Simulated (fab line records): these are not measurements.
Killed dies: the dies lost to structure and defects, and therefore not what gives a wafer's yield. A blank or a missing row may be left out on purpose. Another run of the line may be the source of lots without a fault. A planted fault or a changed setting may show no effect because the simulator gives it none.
fab line records ; flow n5Finfet
[record] lots = 5; wafers = 15; lastDay = 17
route steps=1938 shown BEOL_M15@1807 PASSIVATION@1936
lots untouched by any fault: they come from a run of this same line in which no faults occurred
startH: start of the lot's first displayed wafer, in hours after the record's first day ; waitH: hours elapsed since this lot's preceding step ; " identical to the entry in the row above ; L1.1+2: one row covering several wafers at once ; - no value, or no start given ; * or withheld: withheld ; < > ~ a bound
route shown NAME@n: a module of which the file shows steps, and the number in the route of the first ; usual: mean/standard deviation of fault-free wafers ; same: alike in all rows ; chamber/n: place in a boat ; sites: each site's reading ; _std_site: standard deviation of those values ; _edge_site: inner sites' mean taken away from outer sites' mean ; radiusMm: how far each site lies from the wafer's centre ; mask NAME#n: copy n ; behind: tool/chamber where the wafer was last shaped ; hold: reason for holding the lot/hours on hold/outcome of the hold ; device: whichever transistor did not switch (one of n, p or np) ; end of line: at the end of the route, the tests of the same wafers ; where a step has no rows: the recipe by itself ; killed: dies lost to structure and defects at the first sort, not the wafer's yield ; map: shows each die of a wafer: x if killed, . if not, _ if none is there
set.NAME: setting as actually run; set.NAME@STEP: the setting as run at that earlier step ; model.NAME: the simulator's own value behind a step, which no gauge read
certain route steps with their lots: each step a table, each wafer a row
services: when a tool's chamber went out of use (startH, in hours from the record's first day, below 0 if earlier), for how many hours, and the reason
[[steps]]
[step N5_BEOL_M15_DESCUM_33]
[recipe] chemistry = O2; timeS = 7.9; sourcePowerW = 50; biasPowerW = 20; pressureMtorr = 20; rfFrequencyHz = 2.712e+07; tempC = 40; o2FlowSccm = 225
[step N5_BEOL_M15_ETCH_61]
[recipe] chemistry = N2/H2; target = BARC; targetDepthA = 890; overetchA = 267; timeS = 67.9; ionEnergyEv = 200; pressureMtorr = 30; sourceW = 840; biasW = 150; n2FlowSccm = 200; h2FlowSccm = 200
[step N5_BEOL_M15_TRENCH_ETCH_34]
[recipe] chemistry = C4F8/O2/Ar; target = SiO2; targetDepthA = 8729.3; heInnerTorr = 15; heOuterTorr = 30; timeS = 199; ionEnergyEv = 800; pressureMtorr = 20; sourceW = 1905; biasW = 2040; Ar_flow_sccm = 400; C4F8_flow_sccm = 16; O2_flow_sccm = 12
[usual] O2_flow_sccm = 12.00/0.034; biasW = 2039/6.3; drypumpMotorCurrentA = 5.9/0.46; heInnerTorr = 15.00/0.034; heOuterTorr = 30.00/0.054; oesProductAu = 0.78/0.093; rfVppV = 2214/58; showerheadPlenumPTorr = 3.43/0.13; throttleValvePct = 31.03/0.27
lot.wafer;tool;chamber;startH;waitH;O2_flow_sccm;biasW;drypumpMotorCurrentA;heInnerTorr;heOuterTorr;oesProductAu;rfHoursCounterH;rfVppV;showerheadPlenumPTorr;throttleValvePct
L171.1;rieDiel-06;0;242.26;0.0;11.96;2046;6.5;15.06;30.01;0.73;203;2146;3.29;30.61
L171.2;rieDiel-06;3;242.26;0.0;12.01;2044;5.9;15.01;29.90;0.77;145;2122;3.20;30.68
L171.4;rieDiel-06;2;242.26;0.0;12.01;2050;5.6;15.01;30.00;0.97;5;2235;3.39;31.40
L173.2;rieDiel-03;1;244.89;0.0;12.00;2044;6.8;15.01;30.08;0.68;218;2194;3.28;31.37
L173.3;rieDiel-03;0;244.89;0.0;11.97;2036;5.8;14.94;30.09;0.74;176;2262;3.55;31.36
L173.5;rieDiel-03;2;244.89;0.0;12.03;2044;6.2;14.99;30.03;0.67;-;2356;3.52;30.84
L172.1;rieDiel-01;3;260.29;0.0;11.96;2040;5.4;14.98;29.97;0.75;159;2203;3.44;31.33
L172.3;rieDiel-01;1;260.29;0.0;12.00;2036;5.5;15.02;30.02;0.91;21;2198;3.52;31.07
L172.4;rieDiel-01;0;260.29;0.0;12.00;2036;5.5;14.96;30.01;0.68;247;2172;3.41;31.29
L181.3;rieDiel-06;0;314.25;0.0;12.00;2050;6.5;15.00;29.98;0.73;226;2145;3.27;30.67
L181.4;rieDiel-06;3;314.25;0.0;12.06;2030;5.9;15.05;30.07;0.74;166;2123;3.19;30.68
L181.6;rieDiel-06;1;314.25;0.0;12.06;2038;6.5;14.95;30.05;0.82;-;2244;3.63;30.93
L192.1;rieDiel-01;3;387.45;0.0;12.02;2048;5.4;15.00;29.99;0.71;201;2198;3.41;31.38
L192.2;rieDiel-01;1;387.45;0.0;12.00;2031;5.5;15.01;30.07;0.85;61;2197;3.50;31.10
L192.4;rieDiel-01;1;387.45;0.0;12.02;2023;5.5;14.98;30.06;0.84;-;2197;3.50;31.09
[step N5_BEOL_M15_STRIP_36]
[recipe] chemistry = O2; powerW = 600; tempC = 60; pressureMtorr = 30; rfFrequencyHz = 6e+07; biasPowerW = 0; overashFraction = 0.3; o2FlowSccm = 225
[step N5_BEOL_M15_STRIP_62]
[recipe] chemistry = O2; powerW = 600; tempC = 60; pressureMtorr = 30; rfFrequencyHz = 6e+07; biasPowerW = 0; overashFraction = 0.3; o2FlowSccm = 225
[usual] drypumpMotorCurrentA = 5.9/0.46; oesProductAu = 0.77/0.091; rfVppV = 3.6/0.49; showerheadPlenumPTorr = 2.07/0.088; throttleValvePct = 16.73/0.29
lot.wafer;tool;chamber;startH;waitH;drypumpMotorCurrentA;oesProductAu;rfHoursCounterH;rfVppV;showerheadPlenumPTorr;throttleValvePct
L171.1;rieDiel-01;0;-;-;5.5;0.68;244;3.0;2.07;17.01
L171.2;rieDiel-01;1;-;-;5.5;0.91;18;4.1;2.11;16.52
L171.4;rieDiel-01;3;-;-;5.4;0.76;155;3.9;2.09;17.00
L173.2;rieDiel-01;3;-;-;5.4;0.76;156;3.9;2.09;16.98
L173.3;rieDiel-01;1;-;-;5.5;0.91;18;3.7;2.12;16.51
L173.5;rieDiel-01;2;-;-;5.4;0.71;-;4.1;2.19;16.99
L172.1;rieDiel-06;0;-;-;6.6;0.73;208;4.4;1.99;16.48
L172.3;rieDiel-06;1;-;-;6.5;0.85;57;3.7;2.19;16.49
L172.4;rieDiel-06;3;-;-;5.8;0.75;149;3.8;1.92;16.37
L181.3;rieDiel-03;1;-;-;6.8;0.67;237;4.2;1.99;17.13
L181.4;rieDiel-03;0;-;-;5.7;0.73;196;3.4;2.17;17.12
L181.6;rieDiel-03;2;-;-;6.2;0.67;-;4.2;2.12;16.78
L192.1;rieDiel-01;0;-;-;5.5;0.91;25;3.6;2.06;16.59
L192.2;rieDiel-01;3;-;-;5.4;0.73;201;3.8;2.07;17.07
L192.4;rieDiel-01;0;-;-;5.5;0.90;-;3.3;2.06;16.61
[step N5_BEOL_M15_STRIP_37]
[recipe] chemistry = O2; powerW = 600; tempC = 60; pressureMtorr = 30; rfFrequencyHz = 6e+07; biasPowerW = 0; overashFraction = 0.3; o2FlowSccm = 225
[usual] drypumpMotorCurrentA = 5.9/0.45; oesProductAu = 0.77/0.091; rfVppV = 3.6/0.58; showerheadPlenumPTorr = 2.07/0.088; throttleValvePct = 16.73/0.29
lot.wafer;tool;chamber;startH;waitH;drypumpMotorCurrentA;oesProductAu;rfHoursCounterH;rfVppV;showerheadPlenumPTorr;throttleValvePct
L171.1;rieDiel-01;0;-;-;5.5;0.69;244;3.4;2.07;16.99
L171.2;rieDiel-01;1;-;-;5.5;0.90;18;3.1;2.12;16.52
L171.4;rieDiel-01;3;-;-;5.4;0.76;155;4.3;2.09;17.00
L173.2;rieDiel-01;3;-;-;5.4;0.76;156;3.6;2.09;17.00
L173.3;rieDiel-01;1;-;-;5.5;0.91;18;4.0;2.11;16.51
L173.5;rieDiel-01;2;-;-;5.4;0.71;-;4.0;2.19;16.98
L172.1;rieDiel-06;0;-;-;6.5;0.73;208;3.3;1.99;16.47
L172.3;rieDiel-06;1;-;-;6.5;0.85;57;3.6;2.19;16.48
L172.4;rieDiel-06;3;-;-;5.8;0.76;149;3.0;1.92;16.38
L181.3;rieDiel-03;1;-;-;6.8;0.66;237;3.2;1.99;17.13
L181.4;rieDiel-03;0;-;-;5.7;0.73;196;4.2;2.17;17.10
L181.6;rieDiel-03;2;-;-;6.2;0.66;-;3.7;2.12;16.78
L192.1;rieDiel-01;0;-;-;5.5;0.89;25;3.1;2.06;16.60
L192.2;rieDiel-01;3;-;-;5.4;0.72;201;3.6;2.07;17.09
L192.4;rieDiel-01;0;-;-;5.5;0.90;-;3.9;2.06;16.59
[step N5_BEOL_M15_ETCH_38]
[recipe] chemistry = CF4/N2; target = SiCN; targetDepthA = 1064; taperDeg = 2; timeS = 120.5; ionEnergyEv = 150; maskMaterial = SiO2; pressureMtorr = 40; sourceW = 430; biasW = 70; Ar_flow_sccm = 100; cf4FlowSccm = 60; n2FlowSccm = 60
[step N5_BEOL_M15_PRECLEAN_39]
[recipe] chemistry = residueRemover; timeS = 60; tempC = 40
[step N5_BEOL_M15_SRD_40]
[recipe] timeS = 30; tempC = 23; rinseLiquid = diw; dry = n2Spin; spinRpm = 1500; dryTimeS = 30
[step N5_BEOL_M15_DEGAS_41]
[recipe] ambient = vacuum; tempC = 300; timeS = 60
[usual] heaterPowerW = 474/41
lot.wafer;tool;chamber;startH;waitH;heaterPowerW
L171.1;pvdSputter-03;-;246.67;0.5;496
L171.2;pvdSputter-03;-;246.67;0.5;483
L171.4;pvdSputter-03;-;246.67;0.5;485
L173.2;pvdSputter-02;-;247.36;0.2;469
L173.3;pvdSputter-02;-;247.36;0.2;535
L173.5;pvdSputter-02;-;247.36;0.2;531
L172.1;pvdSputter-02;-;261.70;0.4;500
L172.3;pvdSputter-02;-;261.70;0.4;523
L172.4;pvdSputter-02;-;261.70;0.4;534
L181.3;pvdSputter-02;-;314.95;0.1;521
L181.4;pvdSputter-02;-;314.95;0.1;522
L181.6;pvdSputter-02;-;314.95;0.1;483
L192.1;pvdSputter-02;-;389.82;0.6;529
L192.2;pvdSputter-02;-;389.82;0.6;459
L192.4;pvdSputter-02;-;389.82;0.6;517
[step N5_BEOL_M15_PRE_CLEAN_42]
[recipe] gas = H2/He; timeS = 30; tempC = 300
[step N5_BEOL_M15_SPUTTER_43]
[recipe] material = TaN; targetThkA = 150; tempC = 50; biasV = 168.6; powerW = 15000; chamberPressurePa = 0.12; timeS = 24.19
[usual] throttleValvePct = 30.6/1.1
lot.wafer;tool;chamber;startH;waitH;throttleValvePct;model.TaN_of_BEOL_M15_SPUTTER_43.thkNm
L171.1;pvdSputter-03;-;246.75;0.0;31.5;15.2
L171.2;pvdSputter-03;-;246.75;0.0;31.7;15.2
L171.4;pvdSputter-03;-;246.75;0.0;31.1;15.4
L173.2;pvdSputter-02;-;247.44;0.0;30.6;15.4
L173.3;pvdSputter-02;-;247.44;0.0;29.9;15.2
L173.5;pvdSputter-02;-;247.44;0.0;30.3;15.2
L172.1;pvdSputter-02;-;261.78;0.0;30.9;15
L172.3;pvdSputter-02;-;261.78;0.0;30.2;15.2
L172.4;pvdSputter-02;-;261.78;0.0;29.0;15
L181.3;pvdSputter-02;-;315.03;0.0;29.3;15.2
L181.4;pvdSputter-02;-;315.03;0.0;30.2;15.4
L181.6;pvdSputter-02;-;315.03;0.0;30.9;15.2
L192.1;pvdSputter-02;-;389.90;0.0;30.1;11.4
L192.2;pvdSputter-02;-;389.90;0.0;30.6;15.2
L192.4;pvdSputter-02;-;389.90;0.0;29.1;15.2
[step N5_BEOL_M15_SPUTTER_44]
[recipe] material = Ta; targetThkA = 150; tempC = 50; biasV = 80; powerW = 15000; chamberPressurePa = 0.07; timeS = 24.19
[usual] throttleValvePct = 30.6/1.1
lot.wafer;tool;chamber;startH;waitH;throttleValvePct
L171.1;pvdSputter-03;-;246.83;0.0;31.3
L171.2;pvdSputter-03;-;246.83;0.0;31.1
L171.4;pvdSputter-03;-;246.83;0.0;30.9
L173.2;pvdSputter-02;-;247.52;0.0;30.6
L173.3;pvdSputter-02;-;247.52;0.0;30.5
L173.5;pvdSputter-02;-;247.52;0.0;30.3
L172.1;pvdSputter-02;-;261.86;0.0;30.7
L172.3;pvdSputter-02;-;261.86;0.0;30.2
L172.4;pvdSputter-02;-;261.86;0.0;29.0
L181.3;pvdSputter-02;-;315.11;0.0;29.1
L181.4;pvdSputter-02;-;315.11;0.0;30.3
L181.6;pvdSputter-02;-;315.11;0.0;30.9
L192.1;pvdSputter-02;-;389.98;0.0;30.4
L192.2;pvdSputter-02;-;389.98;0.0;30.5
L192.4;pvdSputter-02;-;389.98;0.0;29.1
[step N5_PASSIVATION_PROBE_49]
[usual] defectLimitedYield = 91.2/1.6; killed_at_M0_to_M3 = 34/11; killed_at_M4_up = 13/5.2; killedAtContacts = 13/6.3; killedAtFrontEnd = 40/14; killedAtOther = 3.2/2.4; killedDies = 104/19; killedOpen = 69/14; killedShort = 32/7.5; sort_bin_5_function = 5.3/1.1; sort_bin_6_memory = 3.2/0.73; sort_bin_8_speed = 0.01/0.038; sortNPass = 1076/19; sortYieldPct = 91.2/1.6
[same] grossDies = 1180; killedAtBackSide = 0; sort_bin_4_leakage[%] = 0
lot.wafer;tool;chamber;startH;waitH;defectLimitedYield[%];killed_at_M0_to_M3;killed_at_M4_up;killedAtContacts;killedAtFrontEnd;killedAtOther;killedDies;killedOpen;killedShort;sort_bin_5_function[%];sort_bin_6_memory[%];sort_bin_8_speed[%];sortNPass;sortYieldPct[%]
L181.3;prober-02;-;329.00;0.1;92.6;40;7;11;27;2;87;58;28;4.8;2.4;0;1093;92.6
L181.4;prober-02;-;329.05;0.2;92.0;34;11;15;29;5;94;58;35;3.5;4.0;0;1086;92.0
L181.6;prober-02;-;329.15;0.3;89.2;44;19;15;44;5;127;83;40;7.4;3.1;0;1053;89.2
// killed by level:class
L181.3 BEOL_M2:geometricParticle:open=12 MOL_CONTACT_COAG:geometricParticle:open=8 BEOL_M0_SAQP:geometricParticle:open=7 GATE_CUT:geometricParticle:open=7 BEOL_M3:geometricParticle:open=6 BEOL_M0_SAQP:geometricParticle:short=5 FIN_SAQP:geometricParticle:open=4 FIN_SAQP:geometricParticle:short=4
L181.4 MOL_CONTACT_COAG:geometricParticle:open=9 BEOL_M2:geometricParticle:open=8 MOL_CONTACT_COAG:geometricParticle:short=6 BEOL_M0_SAQP:geometricParticle:open=6 FIN_SAQP:geometricParticle:open=5 FIN_SAQP:geometricParticle:short=5 DUMMY_GATE:geometricParticle:open=5 BEOL_M0_SAQP:geometricParticle:short=5
L181.6 MOL_CONTACT_COAG:geometricParticle:open=11 BEOL_M0_SAQP:geometricParticle:short=10 BEOL_M2:geometricParticle:open=10 FIN_SAQP:geometricParticle:open=9 BEOL_M0_SAQP:geometricParticle:open=8 STI_FIN_REVEAL:geometricParticle:open=7 FIN_SAQP:geometricParticle:short=6 DUMMY_GATE:geometricParticle:open=5
[[services]]
tool;chamber;startH;hours;kind
rieDiel-01;0;267.70;-;clean
rieDiel-01;0;267.70;-;consumableReplace:focusRing
rieDiel-01;0;267.70;39.1;scheduledDown
rieDiel-01;0;267.70;39.1;ventCycle
rieDiel-01;1;293.98;4.3;repair
rieDiel-03;-;297.78;2.8;pm
rieDiel-01;-;333.66;2.8;pm
rieDiel-03;2;348.96;-;clean
rieDiel-03;2;348.96;-;consumableReplace:focusRing
rieDiel-03;2;348.96;17.4;scheduledDown
rieDiel-03;2;348.96;17.4;ventCycle
rieDiel-03;1;366.36;-;clean
rieDiel-03;1;366.36;-;consumableReplace:focusRing
rieDiel-03;1;366.36;-;consumableReplace:showerhead
rieDiel-03;1;366.36;16.0;scheduledDown
rieDiel-03;1;366.36;16.0;ventCycle
rieDiel-06;2;371.77;13.6;repair
rieDiel-01;2;386.25;-;clean
rieDiel-01;2;386.25;-;consumableReplace:focusRing
rieDiel-01;2;386.25;18.6;scheduledDown
rieDiel-01;2;386.25;18.6;ventCycle
rieDiel-01;1;388.45;10.8;repair
[[key]]
firstSign none at tools or gauges
[modelEffect] step = N5_BEOL_M15_SPUTTER_43; value = TaN_of_BEOL_M15_SPUTTER_43.thkNm; without = 15.4; struck = 11.4
metAt N5_BEOL_M15_SPUTTER_43
struckWafers L192.1
onsetBetween 315.03 389.90
[fault] kind = processParameterDrift; tool = pvdSputter-02; chamber = -; onsetH = 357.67; steps = N5_BEOL_M15_SPUTTER_43; channel = timeS; offset = *; shape = step; endH = 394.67; scope = struckWafersOnly; actsIn = *; stated = *
